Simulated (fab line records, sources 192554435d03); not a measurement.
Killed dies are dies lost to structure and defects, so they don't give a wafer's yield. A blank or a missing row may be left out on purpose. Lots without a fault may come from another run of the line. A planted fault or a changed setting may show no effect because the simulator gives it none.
Chamber matching | flow n5_finfet | N5_MOL_CONTACT_COAG_ETCH_89 on rie_diel-04: 4 sister chambers
The step etches underlayer in N2/H2, target depth 13 nm, time 10.4 s. 4 wafers are shown with their chamber, then 9 later ones without.

WAFERS WITH THEIR CHAMBER
wafer  | chamber | showerhead_plenum_p_Torr (Torr)
L084.6 | 2       | 2.61
L090.3 | 1       | 2.55
L091.3 | 3       | 2.62
L091.6 | 0       | 2.40

WAFERS WITHOUT THEIR CHAMBER
wafer  | showerhead_plenum_p_Torr (Torr)
L092.3 | 2.40
L092.5 | 2.54
L092.6 | 2.40
L093.2 | 2.62
L093.4 | 2.40
L093.6 | 2.54
L097.2 | 2.54
L097.3 | 2.62
L097.5 | 2.54

WHICH CHAMBER EACH WENT THROUGH
wafer  | from the rows above     | in truth
L092.3 | 0                       | 0
L092.5 | 1                       | 1
L092.6 | 0                       | 0
L093.2 | can't be placed: 3 or 2 | 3
L093.4 | 0                       | 0
L093.6 | 1                       | 1
L097.2 | 1                       | 1
L097.3 | can't be placed: 3 or 2 | 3
L097.5 | 1                       | 1
Placed correctly: 7 of 9. Can't be placed from these rows: 2 (the true chamber is among the candidates in 2). Placed wrongly: 0.
How it was worked out, from the rows above alone: a wafer's distance from a chamber is the root of the sum, over the readings, of the square of ((its reading less the chamber's mean) divided by the reading's scatter). The wafer belongs to the nearest chamber; if the next one is less than 2 further off, it can't be placed. A chamber's mean is the mean of its shown wafers. The scatter: with one shown wafer a chamber, the root of the mean of the squares of how far each hidden wafer lies from its nearest shown one.
